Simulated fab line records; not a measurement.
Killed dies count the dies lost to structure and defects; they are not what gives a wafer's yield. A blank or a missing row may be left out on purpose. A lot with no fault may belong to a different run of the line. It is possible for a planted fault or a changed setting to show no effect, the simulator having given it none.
Chamber matching    flow nand-harc    NHARC_A_BONDPAD_STRIP_15 on rie-diel-05: 4 sister chambers
The step strips in O2. 8 wafers are shown with their chamber, then 7 later ones without.

## WAFERS PAIRED WITH THEIR CHAMBERS
wafer   chamber  showerhead-plenum-p-Torr (Torr)  oes-product-au (a.u.)
L865.1  2        3.42                             1.004
L867.4  2        3.42                             1.003
L867.5  0        3.75                             1.012
L869.1  1        3.51                             0.991
L869.2  0        3.75                             1.008
L869.3  3        3.30                             1.003
L878.1  1        3.51                             0.995
L878.3  3        3.29                             1.003

## WAFERS WITHOUT THEIR CHAMBER
wafer   showerhead-plenum-p-Torr (Torr)  oes-product-au (a.u.)
L878.5  3.29                             1.002
L881.1  3.51                             0.999
L881.3  3.42                             0.999
L881.5  3.42                             0.985
L884.1  3.29                             1.005
L884.4  3.42                             0.992
L884.6  3.42                             0.999

## WHICH CHAMBER EACH ONE RAN IN
wafer   from the rows above  in truth
L878.5  3                    3
L881.1  1                    1
L881.3  2                    2
L881.5  2                    2
L884.1  3                    3
L884.4  2                    2
L884.6  2                    2
7 of 7 placed correctly. Not placeable from these rows: 0. 0 placed wrongly.
How it was worked out, from the rows above alone: a wafer's distance from a chamber is the root of the sum, over the readings, of the square of ((its reading less the chamber's mean) divided by the reading's scatter). If the next closest chamber is less than 2 further off than the closest, the wafer can't be placed; otherwise it belongs to the closest. The mean given for a chamber averages the wafers shown for that chamber. The scatter: take each reading less its chamber's mean, square it, sum over the shown wafers, divide by the number of wafers less the number of chambers, and take the root.
